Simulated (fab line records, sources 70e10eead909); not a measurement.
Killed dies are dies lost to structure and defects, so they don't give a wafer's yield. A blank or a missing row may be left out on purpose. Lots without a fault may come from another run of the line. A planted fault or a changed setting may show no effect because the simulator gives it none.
Which tool did it? | flow nand_harc | 15 lots, 44 wafers sampled, at 4 steps of a route of 1302

WHAT THE GAUGES READ, wafer by wafer
NHARC_A_DECK1_JOINT_THK_MEAS_14: measures by ellipsometry.
lot  | measured     | on            | thk_nm (nm)
L693 | day 11 03:47 | film_metro-01 | 53.1 48.4 51.9
L695 | day 12 03:34 | film_metro-01 | 50.7 51.0 50.0
L696 | day 12 16:04 | film_metro-01 | 48.7 49.1 53.1
L697 | day 12 21:54 | film_metro-01 | 52.2 51.8 50.9
L699 | day 13 12:26 | film_metro-02 | 50.2 51.3 50.6
L703 | day 15 13:29 | film_metro-01 | 50.9 52.9 54.4
L702 | day 15 13:29 | film_metro-02 | 54.1 50.3 50.7
L704 | day 15 22:28 | film_metro-02 | 52.7 50.5 51.1
L705 | day 16 05:08 | film_metro-02 | 50.5 50.7 52.3
L706 | day 16 18:12 | film_metro-01 | 51.2 49.9 50.0
L708 | day 17 05:38 | film_metro-02 | 52.9 51.4 52.5
L707 | day 17 05:40 | film_metro-02 | 53.2 51.4 50.4
L710 | day 18 09:08 | film_metro-02 | 50.7 49.9
L714 | day 20 06:36 | film_metro-01 | 52.3 48.8 51.0
L716 | day 20 22:10 | film_metro-01 | 52.8 50.4 50.5

NHARC_A_ONON_D2_THK_MEAS_02: measures by ellipsometry.
lot  | measured     | on            | thk_nm (nm)
L693 | day 12 05:26 | film_metro-01 | 992 992 992
L695 | day 13 03:34 | film_metro-02 | 1006 1006 1006
L696 | day 13 17:32 | film_metro-01 | 983 982 982
L697 | day 14 02:06 | film_metro-01 | 1003 1002 1000
L699 | day 14 13:05 | film_metro-02 | 998 1001 998
L703 | day 16 13:18 | film_metro-02 | 1005 1006 1004
L702 | day 16 13:32 | film_metro-02 | 1011 1012 1013
L704 | day 17 03:59 | film_metro-01 | 998 997 996
L705 | day 17 03:57 | film_metro-01 | 1007 1009 1007
L706 | day 18 00:21 | film_metro-02 | 1001 294 1000
L708 | day 18 08:01 | film_metro-02 | 1018 1019 312
L707 | day 18 08:11 | film_metro-01 | 1003 1006 1002
L710 | day 19 07:41 | film_metro-01 | 993 284
L714 | day 21 05:18 | film_metro-02 | 990 990 991
L716 | day 22 04:42 | film_metro-02 | 990 990 988

NHARC_END_SORT_01.
lot  | measured     | on        | killed_at_array | killed_at_other | killed_at_periphery | killed_dies | killed_open | killed_short
L706 | day 29 22:07 | prober-01 | 55 670 39       | 0 0 0           | 2 7 7               | 57 677 46   | 4 2 1       | 2 5 2
L708 | day 29 14:22 | prober-02 | 36 35 673       | 0 0 0           | 5 2 4               | 41 37 677   | 6 0 1       | 5 6 5
L710 | day 31 03:18 | prober-01 | 61 670          | 5 4             | 2 3                 | 68 677      | 1 1         | 1 5

WHICH TOOL RAN EACH LOT (tool, then ch and the chambers of the sampled wafers, then the start)
lot  | NHARC_A_ONON_D2_DEP_00
L693 | pecvd_onon-02 ch 0, day 12 05:02
L695 | pecvd_onon-04 ch 0, day 13 03:14
L696 | pecvd_onon-04 ch 0, day 13 17:01
L697 | pecvd_onon-02 ch 0, day 14 01:39
L699 | pecvd_onon-04 ch 0, day 14 12:34
L703 | pecvd_onon-03 ch 0, day 16 12:47
L702 | pecvd_onon-04 ch 0, day 16 13:02
L704 | pecvd_onon-04 ch 0, day 17 03:28
L705 | pecvd_onon-03 ch 0, day 17 03:34
L706 | pecvd_onon-04 ch 0, day 17 23:53
L708 | pecvd_onon-04 ch 0, day 18 07:34
L707 | pecvd_onon-02 ch 0, day 18 07:44
L710 | pecvd_onon-04 ch 0, day 19 07:14
L714 | pecvd_onon-03 ch 0, day 21 04:47
L716 | pecvd_onon-04 ch 0, day 22 04:11
- NHARC_A_ONON_D2_DEP_00: target thk 1000 nm.

WHAT THE TOOLS THEMSELVES READ (means of the sampled wafers that have a number; where no wafer has one, the mark that the record gives instead)
The record holds no such reading with a usual standard deviation.

THE ANSWER, worked out from the rows above alone
Rule: what is usual is taken from the lots themselves. Put in order of their means at a reading, lots are off if they are a third of the lots or fewer, leave a main group of 4 or more, and stand apart from it by a gap of 3 or more times the standard deviation of the main group's means; of several such gaps the widest counts. A main group whose means are all the same, to the digits that the tables above print for the reading, isn't used. A lot without any number at a reading at which 4 lots or more have one is off too. The other lots that the step has rows for count as sound. The gauges are gone through in route order, then the tools' own readings, and for those a lot's mean is taken as printed above. The first step at which some lot is off is used, and at that step the reading that is off furthest; a lot without a number counts as furthest.
Off: L706, L708, L710, at NHARC_A_ONON_D2_THK_MEAS_02 (thk_nm). The main group: mean 999 nm, standard deviation 8.5.
A tool fits if, at a process step before that reading, it ran every lot that is off, and no sound lot after the first of them. The gauges at NHARC_A_ONON_D2_THK_MEAS_02 are tried like those tools. None of those tried fits.

WHAT THE SIMULATOR HAD PUT IN
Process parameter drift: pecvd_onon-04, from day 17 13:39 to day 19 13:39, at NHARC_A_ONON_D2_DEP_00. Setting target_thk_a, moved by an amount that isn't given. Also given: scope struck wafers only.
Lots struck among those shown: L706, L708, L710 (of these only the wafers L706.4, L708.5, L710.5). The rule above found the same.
